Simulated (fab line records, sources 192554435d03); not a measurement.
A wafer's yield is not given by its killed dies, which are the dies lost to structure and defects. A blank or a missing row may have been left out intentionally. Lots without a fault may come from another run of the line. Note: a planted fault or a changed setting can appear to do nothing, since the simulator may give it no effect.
Chamber matching    flow n5-finfet    rie-diel-03 running N5_BEOL_M0_STRIP_142: 4 sister chambers
The step strips in N2/H2, time 10 s. 4 wafers are shown with their chamber, then 7 later ones without.

WAFERS, EACH WITH ITS CHAMBER
wafer   chamber  drypump-motor-current-A (A)
L085.5  0        5.2
L087.4  3        5.7
L092.2  1        6.3
L092.3  2        5.6

WAFERS WHOSE CHAMBER IS MISSING
wafer   drypump-motor-current-A (A)
L092.6  5.1
L093.1  6.3
L093.3  5.2
L093.5  5.6
L094.3  5.2
L094.5  6.3
L094.6  5.6

THE CHAMBER EACH PASSED THROUGH
wafer   from the rows above  in truth
L092.6  0                    0
L093.1  1                    1
L093.3  0                    0
L093.5  2                    2
L094.3  0                    0
L094.5  1                    1
L094.6  2                    2
Correct placement for 7 of the 7. Not placeable from these rows: 0. Placed wrongly: 0.
How it was worked out, from the rows above alone: a wafer's distance from a chamber is the root of the sum, over the readings, of the square of ((its reading less the chamber's mean) divided by the reading's scatter). If the next closest chamber is less than 2 further off than the closest, the wafer can't be placed; otherwise it belongs to the closest. For every chamber, the mean is computed from those of its wafers that are shown. The scatter: root of mean squared gap, hidden wafer to nearest shown wafer, with one shown wafer a chamber.
